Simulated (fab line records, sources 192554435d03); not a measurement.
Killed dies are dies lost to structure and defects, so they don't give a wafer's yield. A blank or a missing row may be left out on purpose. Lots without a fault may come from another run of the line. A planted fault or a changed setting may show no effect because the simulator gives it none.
Chamber matching | flow n5_finfet | N5_BEOL_M11_ETCH_65 on rie_diel-03: 4 sister chambers
The step etches SiARC in CF4, target depth 39 nm, time 65 s. 4 wafers are shown with their chamber, then 9 later ones without.

WAFERS WITH THEIR CHAMBER
wafer  | chamber | drypump_motor_current_A (A)
L086.3 | 3       | 6.6
L086.6 | 2       | 5.7
L093.5 | 1       | 6.0
L093.6 | 0       | 4.9

WAFERS WITHOUT THEIR CHAMBER
wafer  | drypump_motor_current_A (A)
L094.2 | 5.8
L094.3 | 6.6
L094.6 | 6.0
L096.1 | 4.9
L096.3 | 6.6
L096.5 | 6.1
L097.1 | 4.9
L097.2 | 6.1
L097.3 | 5.8

WHICH CHAMBER EACH WENT THROUGH
wafer  | from the rows above     | in truth
L094.2 | can't be placed: 2 or 1 | 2
L094.3 | 3                       | 3
L094.6 | 1                       | 1
L096.1 | 0                       | 0
L096.3 | 3                       | 3
L096.5 | 1                       | 1
L097.1 | 0                       | 0
L097.2 | 1                       | 1
L097.3 | can't be placed: 2 or 1 | 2
Placed correctly: 7 of 9. Can't be placed from these rows: 2 (the true chamber is among the candidates in 2). Placed wrongly: 0.
How it was worked out, from the rows above alone: a wafer's distance from a chamber is the root of the sum, over the readings, of the square of ((its reading less the chamber's mean) divided by the reading's scatter). The wafer belongs to the nearest chamber; if the next one is less than 2 further off, it can't be placed. A chamber's mean is the mean of its shown wafers. The scatter: with one shown wafer a chamber, the root of the mean of the squares of how far each hidden wafer lies from its nearest shown one.
